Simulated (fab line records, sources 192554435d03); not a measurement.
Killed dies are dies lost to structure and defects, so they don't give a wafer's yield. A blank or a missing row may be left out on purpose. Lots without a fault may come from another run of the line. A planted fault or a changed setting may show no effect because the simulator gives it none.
Chamber matching | flow n5_finfet | N5_BEOL_M8_ETCH_61 on rie_diel-06: 4 sister chambers
The step etches SiARC in CF4, target depth 45.5 nm, time 75.8 s. 22 wafers are shown with their chamber, then 11 later ones without.

WAFERS WITH THEIR CHAMBER
wafer  | chamber | drypump_motor_current_A (A) | throttle_valve_pct (%) | oes_product_au (a.u.)
L076.1 | 3       | 6.2                         | 15.73                  | 0.64
L076.2 | 2       | 5.9                         | 15.16                  | 0.80
L076.4 | 0       | 5.8                         | 15.49                  | 0.78
L078.3 | 0       | 5.8                         | 15.50                  | 0.78
L078.5 | 3       | 6.2                         | 15.71                  | 0.64
L078.6 | 2       | 5.9                         | 15.16                  | 0.79
L080.3 | 3       | 6.2                         | 15.74                  | 0.62
L080.5 | 2       | 5.9                         | 15.20                  | 0.77
L080.6 | 1       | 6.0                         | 15.86                  | 0.61
L084.2 | 3       | 6.2                         | 15.77                  | 0.62
L084.3 | 2       | 5.9                         | 15.20                  | 0.76
L084.6 | 0       | 5.8                         | 15.52                  | 0.75
L082.1 | 2       | 5.9                         | 15.19                  | 0.76
L082.4 | 2       | 5.9                         | 15.21                  | 0.76
L082.5 | 0       | 5.7                         | 15.52                  | 0.76
L085.1 | 1       | 6.0                         | 15.85                  | 0.62
L085.5 | 1       | 6.0                         | 15.87                  | 0.62
L085.6 | 0       | 5.8                         | 15.53                  | 0.76
L087.1 | 0       | 5.8                         | 15.53                  | 0.75
L087.3 | 2       | 5.9                         | 15.19                  | 0.76
L087.5 | 2       | 5.9                         | 15.21                  | 0.76
L089.1 | 2       | 5.9                         | 15.23                  | 0.76

SIGNATURES (means of the wafers above)
reading                 | chamber 0 | chamber 1 | chamber 2 | chamber 3 | scatter within a chamber
drypump_motor_current_A | 5.783     | 6.000     | 5.900     | 6.200     | 0.0215
throttle_valve_pct      | 15.5150   | 15.8600   | 15.1944   | 15.7375   | 0.0206
oes_product_au          | 0.7633    | 0.6167    | 0.7689    | 0.6300    | 0.0135
Rule: a wafer's distance from a chamber is the root of the sum, over the readings, of the square of ((its reading less the chamber's mean) divided by the reading's scatter). The wafer belongs to the nearest chamber; if the next one is less than 2 further off, it can't be placed. The scatter: the root of (the sum of the squares of (reading less its chamber's mean) over the shown wafers, divided by (wafers less chambers)).

WAFERS WITHOUT THEIR CHAMBER
wafer  | drypump_motor_current_A (A) | throttle_valve_pct (%) | oes_product_au (a.u.)
L089.2 | 5.8                         | 15.54                  | 0.74
L089.5 | 6.0                         | 15.88                  | 0.61
L090.3 | 6.1                         | 15.80                  | 0.62
L090.5 | 5.9                         | 15.89                  | 0.60
L090.6 | 5.8                         | 15.55                  | 0.75
L091.2 | 5.9                         | 15.23                  | 0.76
L091.4 | 6.0                         | 15.87                  | 0.60
L091.5 | 5.9                         | 15.23                  | 0.75
L096.3 | 6.1                         | 15.84                  | 0.61
L096.4 | 6.1                         | 15.83                  | 0.61
L096.5 | 5.8                         | 15.59                  | 0.72

WHICH CHAMBER EACH WENT THROUGH
wafer  | from the rows above     | in truth
L089.2 | 0                       | 0
L089.5 | 1                       | 1
L090.3 | can't be placed: 1 or 3 | 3
L090.5 | 1                       | 1
L090.6 | 0                       | 0
L091.2 | 2                       | 2
L091.4 | 1                       | 1
L091.5 | 2                       | 2
L096.3 | 1                       | 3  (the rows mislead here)
L096.4 | can't be placed: 1 or 3 | 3
L096.5 | 0                       | 0
Placed correctly: 8 of 11. Can't be placed from these rows: 2 (the true chamber is among the candidates in 2). Placed wrongly: 1.
